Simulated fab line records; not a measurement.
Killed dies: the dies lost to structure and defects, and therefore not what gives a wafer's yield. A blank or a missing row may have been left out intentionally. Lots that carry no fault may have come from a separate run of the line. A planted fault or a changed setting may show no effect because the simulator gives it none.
Chamber matching	flow nand_harc	pecvd-04 running NHARC_A_DECK1_JOINT_DEP_16: 3 sister chambers
The step deposits SiO2, target thk 45 nm. 16 wafers are shown with their chamber, then 8 later ones without.

== EACH WAFER AND ITS CHAMBER ==
wafer	chamber	heater_power_w (W)	throttle_valve_pct (%)
L286.1	1	465	16.1
L286.3	0	538	16.3
L286.4	0	536	16.2
L288.2	1	405	16.3
L288.3	2	487	16.2
L288.6	0	603	16.1
L291.3	2	493	15.8
L291.4	0	523	16.0
L291.5	1	494	16.1
L294.3	0	512	16.2
L294.4	2	502	15.9
L294.6	2	491	15.7
L295.3	1	429	16.5
L295.4	0	631	16.5
L295.6	1	428	16.1
L299.2	0	532	16.3

SIGNATURES (means of the wafers above)
reading	chamber 0	chamber 1	chamber 2	scatter within a chamber
heater_power_w	553.57	444.20	493.25	36.4
throttle_valve_pct	16.229	16.220	15.900	0.18
Rule: distance of a wafer from a chamber = root of the sum over the readings of ((wafer's reading minus chamber's mean) / reading's scatter) squared. The wafer belongs to the nearest chamber; if the next one is less than 2 further off, it can't be placed. The scatter is the square root of a quotient: the sum, over the shown wafers, of each reading's squared deviation from its chamber's mean, divided by wafers minus chambers.

== WAFERS WITHOUT THEIR CHAMBER ==
wafer	heater_power_w (W)	throttle_valve_pct (%)
L299.3	485	16.0
L299.5	477	16.5
L307.2	425	17.0
L307.4	545	15.9
L307.6	420	16.7
L308.2	454	15.6
L308.4	603	15.5
L308.6	462	16.1

== CHAMBER TAKEN BY EACH ==
wafer	from the rows above	in truth
L299.3	can't be placed: 2 or 1 or 0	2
L299.5	can't be placed: 1 or 0 or 2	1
L307.2	can't be placed: 1 or 0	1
L307.4	can't be placed: 2 or 0 or 1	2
L307.6	can't be placed: 1 or 0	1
L308.2	can't be placed: 2 or 1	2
L308.4	can't be placed: 2 or 0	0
L308.6	can't be placed: 1 or 2 or 0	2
Placed correctly: 0 of 8. From these rows, 8 cannot be placed; in 8 the true chamber is one of the candidates. Number placed wrongly: 0.
